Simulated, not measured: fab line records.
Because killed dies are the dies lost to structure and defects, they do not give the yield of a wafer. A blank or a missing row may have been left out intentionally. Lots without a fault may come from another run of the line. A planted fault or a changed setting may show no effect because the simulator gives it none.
Chamber matching || flow nand_harc || 4 sister chambers for NHARC_A_CONTACT_ETCH_91 on rie_diel-07
The step etches the open film in CH3F/O2, target depth 40 nm, time 85.7 s. 4 wafers are shown with their chamber, then 12 later ones without.

== EACH WAFER AND ITS CHAMBER ==
{"wafer": "L085.4", "chamber": 1, "showerhead_plenum_p_Torr (Torr)": 2.29}
{"wafer": "L088.2", "chamber": 0, "showerhead_plenum_p_Torr (Torr)": 2.58}
{"wafer": "L088.3", "chamber": 3, "showerhead_plenum_p_Torr (Torr)": 2.65}
{"wafer": "L088.6", "chamber": 2, "showerhead_plenum_p_Torr (Torr)": 2.37}

== WAFERS WITHOUT THEIR CHAMBER ==
{"wafer": "L090.2", "showerhead_plenum_p_Torr (Torr)": 2.58}
{"wafer": "L090.3", "showerhead_plenum_p_Torr (Torr)": 2.65}
{"wafer": "L090.5", "showerhead_plenum_p_Torr (Torr)": 2.58}
{"wafer": "L091.1", "showerhead_plenum_p_Torr (Torr)": 2.36}
{"wafer": "L091.4", "showerhead_plenum_p_Torr (Torr)": 2.29}
{"wafer": "L091.6", "showerhead_plenum_p_Torr (Torr)": 2.29}
{"wafer": "L094.2", "showerhead_plenum_p_Torr (Torr)": 2.29}
{"wafer": "L094.5", "showerhead_plenum_p_Torr (Torr)": 2.58}
{"wafer": "L094.6", "showerhead_plenum_p_Torr (Torr)": 2.29}
{"wafer": "L096.3", "showerhead_plenum_p_Torr (Torr)": 2.29}
{"wafer": "L096.4", "showerhead_plenum_p_Torr (Torr)": 2.65}
{"wafer": "L096.6", "showerhead_plenum_p_Torr (Torr)": 2.65}

== WHICH CHAMBER EACH WENT THROUGH ==
{"wafer": "L090.2", "from the rows above": 0, "in truth": 0}
{"wafer": "L090.3", "from the rows above": 3, "in truth": 3}
{"wafer": "L090.5", "from the rows above": 0, "in truth": 0}
{"wafer": "L091.1", "from the rows above": 2, "in truth": 2}
{"wafer": "L091.4", "from the rows above": 1, "in truth": 1}
{"wafer": "L091.6", "from the rows above": 1, "in truth": 1}
{"wafer": "L094.2", "from the rows above": 1, "in truth": 1}
{"wafer": "L094.5", "from the rows above": 0, "in truth": 0}
{"wafer": "L094.6", "from the rows above": 1, "in truth": 1}
{"wafer": "L096.3", "from the rows above": 1, "in truth": 1}
{"wafer": "L096.4", "from the rows above": 3, "in truth": 3}
{"wafer": "L096.6", "from the rows above": 3, "in truth": 3}
Correctly placed: 12 of 12. Left unplaced by these rows: 0. Number placed wrongly: 0.
How it was worked out, from the rows above alone: a wafer's distance from a chamber is the root of the sum, over the readings, of the square of ((its reading less the chamber's mean) divided by the reading's scatter). The wafer belongs to the nearest chamber; if the next one is less than 2 further off, it can't be placed. The mean given for a chamber averages the wafers shown for that chamber. The scatter: with one shown wafer a chamber, the root of the mean of the squares of how far each hidden wafer lies from its nearest shown one.
